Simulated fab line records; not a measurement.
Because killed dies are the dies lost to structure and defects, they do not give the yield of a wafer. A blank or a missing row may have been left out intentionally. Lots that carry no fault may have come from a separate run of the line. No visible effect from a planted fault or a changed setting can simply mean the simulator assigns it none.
Chamber matching -- flow n5-finfet -- N5_BEOL_M11_STRIP_36 on rie-diel-05: 4 sister chambers
The step strips in N2/H2. 4 wafers are shown with their chamber, then 12 later ones without.

EACH WAFER AND ITS CHAMBER
wafer,chamber,drypump-motor-current-A (A)
L081.5,2,5.9
L085.5,3,6.4
L086.5,0,5.9
L086.6,1,5.7

WAFERS MISSING THEIR CHAMBER
wafer,drypump-motor-current-A (A)
L087.1,5.8
L087.4,5.6
L087.5,5.7
L094.1,5.7
L094.2,5.9
L094.4,6.4
L093.2,6.4
L093.4,5.7
L093.5,6.4
L096.1,6.4
L096.2,5.8
L096.3,5.7

CHAMBER TAKEN BY EACH
wafer,from the rows above,in truth
L087.1,can't be placed: 1 or 0 or 2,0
L087.4,1,1
L087.5,1,1
L094.1,1,1
L094.2,can't be placed: 0 or 2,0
L094.4,3,3
L093.2,3,3
L093.4,1,1
L093.5,3,3
L096.1,3,3
L096.2,can't be placed: 1 or 0 or 2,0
L096.3,1,1
9 of 12 placed correctly. Can't be placed from these rows: 3 (the true chamber is among the candidates in 3). Wrongly placed: 0.
How it was worked out, from the rows above alone: a wafer's distance from a chamber is the root of the sum, over the readings, of the square of ((its reading less the chamber's mean) divided by the reading's scatter). The wafer belongs to the nearest chamber; if the next one is less than 2 further off, it can't be placed. The mean given for a chamber averages the wafers shown for that chamber. The scatter (one wafer shown for each chamber): square how far every hidden wafer sits from the nearest shown wafer, average those squares and take the square root.
